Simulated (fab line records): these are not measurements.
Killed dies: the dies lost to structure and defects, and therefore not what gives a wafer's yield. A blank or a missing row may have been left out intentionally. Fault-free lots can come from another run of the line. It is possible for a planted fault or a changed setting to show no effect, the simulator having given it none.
fab line records ; flow n5_finfet
record lots=6; wafers=18; last_day=16
route steps=1938 shown BEOL_M0_CUTY@706 BEOL_M0@715 BEOL_M4@1111 PASSIVATION@1936
lots that met no fault: from a run of the same line without faults
start_h: the number of hours between the record's first day and the start of the first shown wafer of the lot ; wait_h: hours since the lot's step before ; " as in the row above ; L1.1+2: several wafers, shown together as one row ; - no value, or no start was given ; * or withheld: withheld ; < > ~ a bound
route shown NAME@n: NAME is a module with steps in the file, n the number in the route of the first one ; usual: mean/standard deviation taken from wafers without a fault ; same: alike in all rows ; chamber/n: place in a boat ; sites: the reading at each site ; _std_site: standard deviation across them ; _edge_site: inner sites' mean taken away from outer sites' mean ; radius_mm: for every site, how far away it sits from the centre of the wafer ; mask NAME#n: copy n ; behind: the most recent tool/chamber to have shaped the wafer ; hold: the reason the lot was held/the length of the hold in hours/how it ended ; device: names the non-switching transistor (n, p or np) ; end of line: the route-end tests of the same wafers ; step lacking rows: just its recipe ; killed: at the first sort, the dies lost to defects and structure; wafer yield is something else ; map: a wafer's dies, x killed, . not, _ none there
set.NAME: the run value of the setting; set.NAME@STEP: its run value at that earlier step ; model.NAME: the simulator's own value behind a step, which no gauge read
certain route steps with their lots: each step a table, each wafer a row
services: a tool's chamber out of use, with start hour (start_h, from the record's first day; less than 0 if before it), hours out, and reason
## steps
# step N5_BEOL_M0_CUTY_PEB_55
# recipe peb_temp_c=110; peb_time_s=60; resist=CAR-ArF-block
# step N5_BEOL_M0_CUTY_DEVELOP_56
# recipe develop_time_s=30; developer=TMAH; resist=CAR-ArF-block; rinse_liquid=diw; dry=air_spin; dev_temp_c=23
# step N5_BEOL_M0_CUTY_CD_MEAS_57
# recipe target_cd_nm=200; landing_energy_ev=500; detector=se_inlens; polarity=line
# usual cd_nm=200.3/0.85
lot.wafer;tool;chamber;start_h;wait_h;cd_nm
L101.1;cd_sem-01;0;129.20;-;200.3
L101.3;cd_sem-01;0;129.20;-;200.3
L101.6;cd_sem-01;0;129.20;-;200.7
L102.1;cd_sem-03;0;136.83;-;200.2
L102.3;cd_sem-03;0;136.83;-;199.4
L102.4;cd_sem-03;0;136.83;-;198.6
L109.1;cd_sem-01;0;177.94;-;198.7
L109.3;cd_sem-01;0;177.94;-;199.5
L109.5;cd_sem-01;0;177.94;-;199.8
L110.3;cd_sem-02;0;189.40;-;200.0
L110.5;cd_sem-02;0;189.40;-;200.4
L110.6;cd_sem-02;0;189.40;-;201.7
L112.1;cd_sem-02;0;198.20;-;200.8
L112.4;cd_sem-02;0;198.20;-;201.6
L112.5;cd_sem-02;0;198.20;-;199.9
L117.2;cd_sem-02;0;224.46;-;200.7
L117.3;cd_sem-02;0;224.46;-;200.7
L117.4;cd_sem-02;0;224.46;-;200.5
# step N5_BEOL_M0_CUTY_OVL_MEAS_58
# recipe points_per_wafer=44
# usual M0_ABLK_OVL=-0.2/0.72
lot.wafer;tool;chamber;start_h;wait_h;M0_ABLK_OVL[nm]
L101.1;overlay-02;0;129.23;0.0;-1.3
L101.3;overlay-02;0;129.23;0.0;-0.9
L101.6;overlay-02;0;129.23;0.0;-0.5
L102.1;overlay-01;0;136.86;0.0;-0.7
L102.3;overlay-01;0;136.86;0.0;-1.7
L102.4;overlay-01;0;136.86;0.0;-0.7
L109.1;overlay-01;0;177.97;0.0;-0.4
L109.3;overlay-01;0;177.97;0.0;-0.6
L109.5;overlay-01;0;177.97;0.0;0.7
L110.3;overlay-02;0;189.46;0.1;-0.1
L110.5;overlay-02;0;189.46;0.1;-0.3
L110.6;overlay-02;0;189.46;0.1;-0.4
L112.1;overlay-01;0;198.23;0.0;-2.0
L112.4;overlay-01;0;198.23;0.0;-1.1
L112.5;overlay-01;0;198.23;0.0;-1.1
L117.2;overlay-02;0;224.49;0.0;-0.5
L117.3;overlay-02;0;224.49;0.0;-0.8
L117.4;overlay-02;0;224.49;0.0;0.5
# step N5_BEOL_M0_CUTY_INSPECT_59
# recipe mode=adi; inspect_instrument=macro
# usual raw_defect_count=2.0/1.6
lot.wafer;tool;chamber;start_h;wait_h;raw_defect_count
L101.1;defect_inspect-01;-;129.25;0.0;1
L101.3;defect_inspect-01;-;129.25;0.0;1
L101.6;defect_inspect-01;-;129.25;0.0;1
L102.1;defect_inspect-01;-;136.88;0.0;1
L102.3;defect_inspect-01;-;136.88;0.0;2
L102.4;defect_inspect-01;-;136.88;0.0;0
L109.1;defect_inspect-01;-;178.00;0.0;1
L109.3;defect_inspect-01;-;178.00;0.0;5
L109.5;defect_inspect-01;-;178.00;0.0;2
L110.3;defect_inspect-02;-;189.49;0.0;0
L110.5;defect_inspect-02;-;189.49;0.0;3
L110.6;defect_inspect-02;-;189.49;0.0;0
L112.1;defect_inspect-01;-;198.26;0.0;2
L112.4;defect_inspect-01;-;198.26;0.0;3
L112.5;defect_inspect-01;-;198.26;0.0;0
L117.2;defect_inspect-02;-;224.51;0.0;3
L117.3;defect_inspect-02;-;224.51;0.0;0
L117.4;defect_inspect-02;-;224.51;0.0;4
# step N5_BEOL_M0_CUTY_DESCUM_61
# recipe chemistry=O2; time_s=7.9; source_power_w=50; bias_power_w=20; pressure_mtorr=20; rf_frequency_hz=2.712e+07; temp_c=40; resist=CAR-ArF-block; o2_flow_sccm=225
# usual drypump_motor_current_A=5.6/0.49; oes_product_au=0.80/0.098; rf_vpp_V=243.0/1.3; showerhead_plenum_p_Torr=2.09/0.065; temp_c=40.00/0.11; throttle_valve_pct=20.43/0.26
lot.wafer;tool;chamber;start_h;wait_h;drypump_motor_current_A;oes_product_au;rf_hours_counter_h;rf_vpp_V;showerhead_plenum_p_Torr;temp_c;throttle_valve_pct
L101.1;rie_diel-02;0;129.29;0.0;5.1;0.71;200;242.8;1.98;39.91;20.82
L101.3;rie_diel-02;1;129.29;0.0;6.4;0.70;237;242.9;2.06;39.99;20.14
L101.6;rie_diel-02;3;129.29;0.0;5.3;0.97;-;247.0;2.24;39.97;20.27
L102.1;rie_diel-04;3;137.15;0.3;6.2;0.69;246;243.4;2.06;39.82;20.52
L102.3;rie_diel-04;0;137.15;0.3;5.0;0.68;240;241.4;2.04;39.82;20.51
L102.4;rie_diel-04;1;137.15;0.3;6.0;0.75;179;243.5;2.17;39.96;20.83
L109.1;rie_diel-04;3;178.12;0.1;6.2;0.97;0;242.1;2.06;40.15;20.08
L109.3;rie_diel-04;1;178.12;0.1;6.0;0.73;197;244.6;2.16;39.97;20.83
L109.5;rie_diel-04;2;178.12;0.1;5.1;0.97;-;242.2;2.07;40.15;20.30
L110.3;rie_diel-03;1;189.52;0.0;5.3;0.82;79;241.7;2.05;39.95;20.29
L110.5;rie_diel-03;1;189.52;0.0;5.3;0.81;-;241.8;2.05;39.96;20.28
L110.6;rie_diel-03;2;189.52;0.0;5.9;0.70;-;242.7;2.08;40.06;20.50
L112.1;rie_diel-03;0;198.54;0.3;6.1;0.89;30;243.1;2.06;40.07;20.75
L112.4;rie_diel-03;1;198.54;0.3;5.3;0.80;83;241.8;2.05;40.06;20.30
L112.5;rie_diel-03;2;198.54;0.3;5.8;0.70;-;240.9;2.08;39.97;20.53
L117.2;rie_diel-02;1;224.55;0.0;6.4;0.95;15;241.2;2.05;39.96;19.83
L117.3;rie_diel-02;0;224.55;0.0;5.1;0.69;235;242.4;1.96;40.12;20.87
L117.4;rie_diel-02;3;224.55;0.0;5.3;0.89;46;245.3;2.22;40.00;20.31
# step N5_BEOL_M0_CUTY_ETCH_62
# recipe chemistry=CF4; target=SiARC; mask_material=CAR-ArF-block; time_s=58.5; ion_energy_ev=80; pressure_mtorr=40; source_w=545; bias_w=36; Ar_flow_sccm=100; cf4_flow_sccm=100; ends=cleared
# usual cf4_flow_sccm=100.04/0.25; drypump_motor_current_A=5.6/0.49; etch_rf_on_time_s=58.5/1; oes_product_au=0.68/0.083; rf_vpp_V=184.1/0.94; showerhead_plenum_p_Torr=2.13/0.067; throttle_valve_pct=15.59/0.29
lot.wafer;tool;chamber;start_h;wait_h;cf4_flow_sccm;drypump_motor_current_A;etch_rf_on_time_s;oes_product_au;rf_hours_counter_h;rf_vpp_V;showerhead_plenum_p_Torr;throttle_valve_pct
L101.1;rie_diel-02;0;129.32;0.0;99.88;5.1;58.4;0.62;200;183.6;2.05;16.11
L101.3;rie_diel-02;1;129.32;0.0;99.72;6.4;61.0;0.59;237;182.7;2.11;15.46
L101.6;rie_diel-02;3;129.32;0.0;100.00;5.3;56.6;0.82;-;187.2;2.27;15.28
L102.1;rie_diel-04;3;137.19;0.0;100.18;6.2;60.4;0.59;246;183.5;2.10;15.67
L102.3;rie_diel-04;0;137.19;0.0;100.15;5.0;59.0;0.59;240;183.8;2.10;15.85
L102.4;rie_diel-04;1;137.19;0.0;99.82;6.0;59.1;0.63;179;183.4;2.22;15.92
L109.1;rie_diel-04;3;178.16;0.0;99.78;6.2;59.9;0.82;0;182.7;2.09;15.15
L109.3;rie_diel-04;1;178.16;0.0;100.27;6.0;58.8;0.62;197;185.4;2.21;15.96
L109.5;rie_diel-04;2;178.16;0.0;100.17;5.1;56.8;0.82;-;184.8;2.10;15.30
L110.3;rie_diel-03;1;189.55;0.0;99.52;5.3;58.2;0.70;79;184.3;2.08;15.34
L110.5;rie_diel-03;1;189.55;0.0;100.31;5.3;57.7;0.71;-;183.1;2.08;15.34
L110.6;rie_diel-03;2;189.55;0.0;100.65;5.8;58.3;0.61;-;183.3;2.10;15.68
L112.1;rie_diel-03;0;198.58;0.0;100.08;6.1;57.2;0.77;30;184.0;2.09;15.73
L112.4;rie_diel-03;1;198.58;0.0;99.88;5.3;58.7;0.71;83;183.6;2.08;15.37
L112.5;rie_diel-03;2;198.58;0.0;100.03;5.9;58.5;0.60;-;182.9;2.10;15.66
L117.2;rie_diel-02;1;224.58;0.0;100.48;6.4;58.1;0.80;15;185.2;2.10;15.03
L117.3;rie_diel-02;0;224.58;0.0;100.10;5.1;59.5;0.59;235;182.1;2.03;16.17
L117.4;rie_diel-02;3;224.58;0.0;99.77;5.3;58.2;0.75;46;185.6;2.25;15.35
# step N5_BEOL_M0_CUTY_ETCH_63
# recipe chemistry=N2/H2; target=SOC; target_depth_a=827; overetch_a=165; mask_material=SiARC; temp_c=40; ion_energy_ev=200; time_s=124; pressure_mtorr=30; source_w=840; bias_w=150; n2_flow_sccm=200; h2_flow_sccm=200
# usual drypump_motor_current_A=5.6/0.49; oes_product_au=0.65/0.075; rf_vpp_V=523.5/2.3; showerhead_plenum_p_Torr=2.53/0.08; temp_c=40.00/0.11; throttle_valve_pct=17.8/0.31
lot.wafer;tool;chamber;start_h;wait_h;drypump_motor_current_A;oes_product_au;rf_hours_counter_h;rf_vpp_V;showerhead_plenum_p_Torr;temp_c;throttle_valve_pct
L101.1;rie_diel-02;0;129.37;0.0;5.1;0.59;200;520.7;2.41;40.17;18.2
L101.3;rie_diel-02;1;129.37;0.0;6.4;0.58;237;522.9;2.50;39.82;17.5
L101.6;rie_diel-02;3;129.37;0.0;5.3;0.79;-;528.5;2.70;40.07;17.4
L102.1;rie_diel-04;3;137.24;0.0;6.2;0.57;246;521.4;2.50;40.09;17.9
L102.3;rie_diel-04;0;137.24;0.0;5.0;0.57;240;520.6;2.53;40.09;18.3
L102.4;rie_diel-04;1;137.24;0.0;6.0;0.61;179;527.1;2.63;40.25;18.2
L109.1;rie_diel-04;3;178.20;0.0;6.2;0.80;0;524.4;2.50;39.86;17.4
L109.3;rie_diel-04;1;178.20;0.0;6.0;0.60;197;524.0;2.62;40.19;18.2
L109.5;rie_diel-04;2;178.20;0.0;5.1;0.79;-;521.3;2.50;40.00;17.6
L110.3;rie_diel-03;1;189.60;0.0;5.3;0.67;79;522.0;2.46;39.99;17.4
L110.5;rie_diel-03;1;189.60;0.0;5.3;0.68;-;523.2;2.46;39.91;17.4
L110.6;rie_diel-03;2;189.60;0.0;5.9;0.58;-;522.7;2.51;39.97;18.0
L112.1;rie_diel-03;0;198.63;0.0;6.2;0.73;30;522.4;2.49;40.02;18.0
L112.4;rie_diel-03;1;198.63;0.0;5.3;0.67;83;521.6;2.46;39.99;17.4
L112.5;rie_diel-03;2;198.63;0.0;5.9;0.58;-;521.5;2.51;39.98;18.0
L117.2;rie_diel-02;1;224.63;0.0;6.4;0.77;15;523.6;2.49;40.06;17.2
L117.3;rie_diel-02;0;224.63;0.0;5.1;0.58;235;520.0;2.39;40.09;18.2
L117.4;rie_diel-02;3;224.63;0.0;5.3;0.73;46;526.7;2.68;40.10;17.5
# step N5_BEOL_M0_CUTY_STRIP_64
# recipe chemistry=N2/H2; temp_c=40; n2_flow_sccm=200; h2_flow_sccm=200; rf_frequency_hz=6e+07
# step N5_BEOL_M0_ETCH_138
# recipe chemistry=CH3F/O2; target_depth_a=120; target=SiCN; time_s=31.6; ion_energy_ev=120; pressure_mtorr=30; source_w=395; bias_w=75; Ar_flow_sccm=150; CH3F_flow_sccm=30; O2_flow_sccm=20; ends=cleared
# usual drypump_motor_current_A=5.6/0.49; etch_rf_on_time_s=29.3/0.85; oes_product_au=0.68/0.083; rf_vpp_V=297.2/1.5; showerhead_plenum_p_Torr=1.99/0.066; throttle_valve_pct=16.30/0.28
lot.wafer;tool;chamber;start_h;wait_h;drypump_motor_current_A;etch_rf_on_time_s;oes_product_au;rf_hours_counter_h;rf_vpp_V;showerhead_plenum_p_Torr;throttle_valve_pct
L101.1;rie_diel-02;0;129.49;0.0;5.1;30.5;0.61;200;294.7;1.90;16.79
L101.3;rie_diel-02;1;129.49;0.0;6.4;29.4;0.59;237;296.3;1.97;16.11
L101.6;rie_diel-02;3;129.49;0.0;5.3;27.6;0.83;-;299.4;2.13;16.06
L102.1;rie_diel-04;3;137.36;0.0;6.2;28.4;0.59;246;297.0;1.96;16.39
L102.3;rie_diel-04;0;137.36;0.0;5.0;30.1;0.59;241;296.3;1.96;16.49
L102.4;rie_diel-04;1;137.36;0.0;6.0;29.0;0.64;179;298.4;2.08;16.64
L109.1;rie_diel-04;3;178.33;0.0;6.2;29.0;0.81;0;296.6;1.96;15.89
L109.3;rie_diel-04;1;178.33;0.0;6.0;30.5;0.63;197;299.3;2.07;16.71
L109.5;rie_diel-04;2;178.33;0.0;5.1;28.1;0.82;-;295.3;1.96;16.05
L110.3;rie_diel-03;1;189.72;0.0;5.3;28.3;0.71;79;295.7;1.94;16.02
L110.5;rie_diel-03;1;189.72;0.0;5.3;28.9;0.71;-;295.1;1.94;16.03
L110.6;rie_diel-03;2;189.72;0.0;5.8;29.2;0.60;-;295.9;1.97;16.38
L112.1;rie_diel-03;0;198.75;0.0;6.1;28.8;0.77;30;296.3;1.96;16.44
L112.4;rie_diel-03;1;198.75;0.0;5.3;28.8;0.70;83;295.9;1.94;16.03
L112.5;rie_diel-03;2;198.75;0.0;5.9;29.8;0.60;-;297.3;1.97;16.37
L117.2;rie_diel-02;1;224.75;0.0;6.4;28.7;0.80;15;297.3;1.96;15.72
L117.3;rie_diel-02;0;224.75;0.0;5.1;29.2;0.59;235;295.6;1.89;16.86
L117.4;rie_diel-02;3;224.75;0.0;5.3;28.8;0.76;46;300.1;2.12;16.12
# step N5_BEOL_M0_HM_OPEN_105
# recipe chemistry=Cl2/BCl3; target_depth_a=120; target=TiN; ion_energy_ev=150; pressure_mtorr=10; icp_w=1000; bias_w=126; Cl2_flow_sccm=53.25; bcl3_flow_sccm=21.75; Ar_flow_sccm=25
# usual drypump_motor_current_A=5.8/0.42; oes_product_au=0.70/0.087; throttle_valve_pct=22.24/0.22
lot.wafer;tool;chamber;start_h;wait_h;drypump_motor_current_A;oes_product_au;rf_hours_counter_h;throttle_valve_pct
L101.1;rie_metal-02;1;130.06;0.5;5.6;0.64;115;22.46
L101.3;rie_metal-02;1;130.06;0.5;5.6;0.64;-;22.46
L101.6;rie_metal-02;1;130.06;0.5;5.6;0.65;-;22.47
L102.1;rie_metal-02;0;137.82;0.4;5.9;0.64;105;22.15
L102.3;rie_metal-02;0;137.82;0.4;5.9;0.64;-;22.15
L102.4;rie_metal-02;1;137.82;0.4;5.6;0.63;-;22.46
L109.1;rie_metal-02;1;182.34;4.0;5.6;0.63;119;22.47
L109.3;rie_metal-02;1;182.34;4.0;5.6;0.63;-;22.49
L109.5;rie_metal-02;0;182.34;4.0;5.9;0.64;-;22.17
L110.3;rie_metal-01;0;190.94;1.2;5.5;0.65;-;22.15
L110.5;rie_metal-01;0;190.94;1.2;5.5;0.65;-;22.16
L110.6;rie_metal-01;1;190.94;1.2;6.4;0.66;-;22.49
L112.1;rie_metal-03;0;198.97;0.2;6.2;0.85;26;22.23
L112.4;rie_metal-03;0;198.97;0.2;6.2;0.85;-;22.20
L112.5;rie_metal-03;1;198.97;0.2;5.1;0.79;-;21.83
L117.2;rie_metal-02;1;224.87;0.1;5.6;0.62;122;22.47
L117.3;rie_metal-02;0;224.87;0.1;5.9;0.64;-;22.17
L117.4;rie_metal-02;1;224.87;0.1;5.6;0.62;-;22.50
# step N5_BEOL_M0_STRIP_140
# recipe chemistry=CF4; resist=SiARC; power_w=300; bias_power_w=75; pressure_mtorr=50; cf4_flow_sccm=150; rf_frequency_hz=6e+07
# step N5_BEOL_M0_STRIP_104
# recipe chemistry=N2/H2; power_w=450; temp_c=40; pressure_mtorr=20; rf_frequency_hz=6e+07; overash_fraction=0.3; bias_power_w=7; h2_frac=0.5; n2_flow_sccm=200; h2_flow_sccm=200
# usual drypump_motor_current_A=5.6/0.45; oes_product_au=0.78/0.086; power_w=450.0/1.2; rf_vpp_V=59.1/1.5; showerhead_plenum_p_Torr=2.54/0.083; temp_c=40.00/0.11; throttle_valve_pct=23.6/0.33
lot.wafer;tool;chamber;start_h;wait_h;drypump_motor_current_A;oes_product_au;power_w;rf_hours_counter_h;rf_vpp_V;showerhead_plenum_p_Torr;temp_c;throttle_valve_pct
L101.1;rie_diel-04;2;130.25;0.0;5.1;0.71;450.2;247;59.2;2.50;39.93;23.7
L101.3;rie_diel-04;0;130.25;0.0;5.0;0.68;451.0;238;57.2;2.53;39.94;24.3
L101.6;rie_diel-04;3;130.25;0.0;6.2;0.69;449.2;-;59.3;2.50;39.99;23.5
L102.1;rie_diel-03;2;138.02;0.0;5.9;0.71;449.9;205;58.9;2.52;39.89;23.7
L102.3;rie_diel-03;3;138.02;0.0;5.2;0.75;450.2;130;60.6;2.67;40.01;23.6
L102.4;rie_diel-03;2;138.02;0.0;5.9;0.71;448.4;-;56.6;2.52;39.96;23.8
L109.1;rie_diel-03;1;182.66;0.0;5.3;0.82;376.1;75;60.8;2.46;40.21;23.2
L109.3;rie_diel-03;2;182.66;0.0;5.8;0.69;375.0;223;60.1;2.51;39.89;23.8
L109.5;rie_diel-03;2;182.66;0.0;5.8;0.70;377.2;-;58.4;2.51;40.08;23.8
L110.3;rie_diel-02;3;191.08;0.0;5.3;0.90;447.9;34;58.6;2.68;40.04;23.2
L110.5;rie_diel-02;3;191.08;0.0;5.3;0.90;449.5;-;60.0;2.68;39.98;23.2
L110.6;rie_diel-02;0;191.08;0.0;5.1;0.69;449.9;-;59.6;2.40;40.04;23.9
L112.1;rie_diel-03;1;199.33;0.0;5.4;0.80;377.2;84;57.4;2.45;39.90;23.2
L112.4;rie_diel-03;0;199.33;0.0;6.1;0.90;378.0;30;61.2;2.48;39.88;23.9
L112.5;rie_diel-03;3;199.33;0.0;5.2;0.74;377.8;-;61.8;2.65;40.04;23.7
L117.2;rie_diel-04;2;225.39;0.0;5.1;0.88;450.7;28;59.7;2.49;39.86;23.5
L117.3;rie_diel-04;1;225.39;0.0;6.0;0.71;449.0;218;60.0;2.61;39.93;24.2
L117.4;rie_diel-04;3;225.39;0.0;6.2;0.91;450.4;18;57.7;2.49;40.05;23.1
# step N5_BEOL_M0_WET_ETCH_106
# recipe chemistry=DHF; dilution=10:1; temp_c=25; target=SiO2; target_depth_a=1300; dry=ipa_marangoni; rinse_time_s=30; rinse_temp_c=23
# step N5_BEOL_M4_RC_MEAS_101
# usual DIBL_N=35.8/1.5; DIBL_P=35.9/1.8; IOFF_N=0.152/0.025; IOFF_P=0.21/0.031; ION_N=672/11; ION_P=462/7.4; SS_N=71.5/0.52; SS_P=73.2/0.54; VT_N=250/3; VT_P=-250/3.3
lot.wafer;tool;chamber;start_h;wait_h;DIBL_N[mV/V];DIBL_P[mV/V];IOFF_N[nA/um];IOFF_P[nA/um];ION_N[uA/um];ION_P[uA/um];SS_N[mV/dec];SS_P[mV/dec];VT_N[mV];VT_P[mV]
L101.1;prober-01;0;178.53;0.0;35.7;33.7;0.129;0.16;669;461;71.3;72.9;254;-256
L101.3;prober-01;0;178.53;0.0;37.3;35.2;0.144;0.18;661;450;70.8;73.3;252;-254
L101.6;prober-01;0;178.53;0.0;36.7;33.4;0.127;0.15;661;450;71.7;73.0;255;-257
L102.1;prober-01;0;199.61;0.1;35.4;35.9;0.139;0.17;662;449;72.0;72.9;251;-252
L102.3;prober-01;0;199.61;0.1;34.5;35.5;0.127;0.16;668;452;70.7;72.8;252;-254
L102.4;prober-01;0;199.61;0.1;35.1;35.9;0.136;0.17;664;459;70.7;73.0;250;-254
L110.3;prober-01;0;237.07;0.3;35.1;35.8;0.145;0.19;674;462;71.6;74.0;250;-249
L110.5;prober-01;0;237.07;0.3;34.8;35.1;0.134;0.18;676;461;71.4;73.3;252;-253
L110.6;prober-01;0;237.07;0.3;36.6;37.9;0.180;0.22;681;470;71.3;74.0;247;-252
L109.1;prober-02;0;239.91;0.0;36.5;35.2;0.162;0.21;666;460;70.8;73.9;248;-250
L109.3;prober-02;0;239.91;0.0;38.4;38.1;0.206;0.26;677;467;72.6;73.8;246;-250
L109.5;prober-02;0;239.91;0.0;35.9;34.5;0.146;0.20;670;460;71.6;73.1;251;-251
L112.1;prober-01;0;246.32;0.0;35.7;35.7;0.149;0.20;672;463;71.2;73.1;250;-252
L112.4;prober-01;0;246.32;0.0;33.6;33.1;0.120;0.17;662;451;71.3;72.5;252;-255
L112.5;prober-01;0;246.32;0.0;34.6;34.6;0.135;0.18;679;467;71.5;72.9;251;-254
L117.2;prober-02;0;285.99;0.2;34.3;35.6;0.129;0.20;669;464;71.0;73.1;256;-252
L117.3;prober-02;0;285.99;0.2;34.3;36.2;0.141;0.21;676;466;70.4;73.1;252;-253
L117.4;prober-02;0;285.99;0.2;36.2;38.6;0.161;0.24;677;468;71.2;73.8;250;-252
# step N5_PASSIVATION_PROBE_49
# usual defect_limited_yield=91.7/1.7; killed_at_M0_to_M3=34/10; killed_at_M4_up=13/5.1; killed_at_contacts=12/6.2; killed_at_front_end=36/12; killed_at_other=3.2/2.6; killed_dies=98/20; killed_open=65/13; killed_short=32/8.4; sort_bin_5_function=4.8/1.1; sort_bin_6_memory=3.2/0.74; sort_n_pass=1082/20; sort_yield_pct=91.7/1.7
# same gross_dies=1180; killed_at_back_side=0; sort_bin_4_leakage[%]=0; sort_bin_8_speed[%]=0
lot.wafer;tool;chamber;start_h;wait_h;defect_limited_yield[%];killed_at_M0_to_M3;killed_at_M4_up;killed_at_contacts;killed_at_front_end;killed_at_other;killed_dies;killed_open;killed_short;sort_bin_5_function[%];sort_bin_6_memory[%];sort_n_pass;sort_yield_pct[%]
L110.3;prober-01;-;339.92;0.1;94.6;14;9;8;30;3;64;45;19;3.1;2.3;1116;94.6
L110.5;prober-01;-;340.02;0.2;92.7;23;8;16;36;3;86;60;26;4.2;2.7;1094;92.7
L110.6;prober-01;-;340.07;0.3;94.0;21;11;3;30;6;71;50;21;3.7;2.0;1109;94.0
# killed by level:class
L110.3 STI_FIN_REVEAL:geometric_particle:open=11 BEOL_M2:geometric_particle:open=9 MOL_CONTACT_COAG:geometric_particle:open=5 STI_FIN_REVEAL:geometric_particle:short=3 MOL_CONTACT_COAG:geometric_particle:short=3 BEOL_M8:geometric_particle:open=3 FIN_SAQP:geometric_particle:open=2 FIN_SAQP:geometric_particle:short=2
L110.5 MOL_CONTACT_COAG:geometric_particle:open=13 STI_FIN_REVEAL:geometric_particle:open=9 GATE_CUT:geometric_particle:short=6 BEOL_M3:geometric_particle:open=6 FIN_SAQP:geometric_particle:short=4 GATE_CUT:geometric_particle:open=4 MOL_CONTACT_COAG:geometric_particle:short=3 BEOL_M1:geometric_particle:open=3
L110.6 STI_FIN_REVEAL:geometric_particle:open=19 BEOL_M0_SAQP:geometric_particle:open=4 BEOL_M1:geometric_particle:open=4 BEOL_M3:geometric_particle:open=4 BEOL_M0_SAQP:geometric_particle:short=3 BEOL_M1:geometric_particle:short=3 BEOL_M5:geometric_particle:open=3 FIN_SAQP:geometric_particle:open=2
## services
tool;chamber;start_h;hours;kind
rie_diel-03;1;129.58;13.2;repair
rie_diel-04;2;139.87;-;clean
rie_diel-04;2;139.87;-;consumable_replace:focus_ring
rie_diel-04;2;139.87;23.9;scheduled_down
rie_diel-04;2;139.87;23.9;vent_cycle
rie_metal-02;-;152.42;0.4;repair
rie_diel-04;3;163.89;-;clean
rie_diel-04;3;163.89;-;consumable_replace:focus_ring
rie_diel-04;3;163.89;13.6;scheduled_down
rie_diel-04;3;163.89;13.6;vent_cycle
rie_diel-02;1;166.72;-;clean
rie_diel-02;1;166.72;-;consumable_replace:focus_ring
rie_diel-02;1;166.72;15.5;scheduled_down
rie_diel-02;1;166.72;15.5;vent_cycle
rie_diel-04;0;177.63;-;clean
rie_diel-04;0;177.63;-;consumable_replace:focus_ring
rie_diel-04;0;177.63;29.9;scheduled_down
rie_diel-04;0;177.63;29.9;vent_cycle
rie_metal-03;-;181.71;0.5;repair
rie_diel-03;1;204.96;8.0;repair
rie_metal-02;-;210.46;2.8;pm
rie_diel-03;0;222.41;3.9;repair
## key
first_sign step=N5_BEOL_M0_STRIP_104; reading=power_w; direction=down; sigmas=60; usual=*; struck=*
effect none on later readings
met_at N5_BEOL_M0_STRIP_104
struck_wafers L109.1,L109.3,L109.5,L112.1,L112.4,L112.5
onset_between 138.02 182.66
fault kind=process_parameter_drift; tool=rie_diel-03; chamber=-; onset_h=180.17; steps=N5_BEOL_M0_STRIP_104; channel=power_w; offset=*; shape=step; end_h=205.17; acts_in=*; stated=*
